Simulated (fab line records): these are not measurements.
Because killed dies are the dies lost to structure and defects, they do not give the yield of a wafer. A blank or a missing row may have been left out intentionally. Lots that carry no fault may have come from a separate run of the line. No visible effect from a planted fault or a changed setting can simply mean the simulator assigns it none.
Which of the tools did it? | flow nand harc | 21 wafers from 7 lots sampled at 2 of the route's 1302 steps

WHAT EACH GAUGE READ, for each wafer
NHARC_P_M1_INSPECT_27.
lot  | measured     | on                | raw defect count
L145 | day 7 00:20  | defect inspect-01 | 327 261 279
L147 | day 7 20:52  | defect inspect-01 | 331 192 342
L149 | day 8 09:16  | defect inspect-01 | 348 206 268
L152 | day 9 14:08  | defect inspect-01 | 277 211 237
L154 | day 10 14:11 | defect inspect-01 | 331 313 415
L156 | day 11 06:48 | defect inspect-02 | 334 355 248
L167 | day 15 22:20 | defect inspect-01 | 329 212 299

TOOL THAT RAN EACH LOT (tool first, then ch and the chambers of the sampled wafers, then the start)
lot  | NHARC_P_M1_PVD_21
L145 | pvd sputter-03, day 7 00:20 or earlier
L147 | pvd sputter-01, day 7 20:52 or earlier
L149 | pvd sputter-01, day 8 09:16 or earlier
L152 | pvd sputter-02, day 9 14:08 or earlier
L154 | pvd sputter-02, day 10 14:11 or earlier
L156 | pvd sputter-01, day 11 06:48 or earlier
L167 | pvd sputter-02, day 15 22:20 or earlier
- NHARC_P_M1_PVD_21: deposits Cu, target thk 30 nm, time 20.49 s.

THE ANSWER, worked out from the rows above alone
Rule: the usual values come from the lots themselves. Put in order of their means at a reading, lots are off if they are a third of the lots or fewer, leave a main group of 4 or more, and stand apart from it by a gap of 3 or more times the standard deviation of the main group's means; of several such gaps the widest counts. If all means in a main group match to the digits the tables above print for the reading, that group is not used. Also off: a lot with no number at a reading for which 4 or more lots have one. Any other lot the step has rows for is counted as sound.
No lot is off at any reading shown: from this, nothing can be told.

WHAT WAS PUT IN BY THE SIMULATOR
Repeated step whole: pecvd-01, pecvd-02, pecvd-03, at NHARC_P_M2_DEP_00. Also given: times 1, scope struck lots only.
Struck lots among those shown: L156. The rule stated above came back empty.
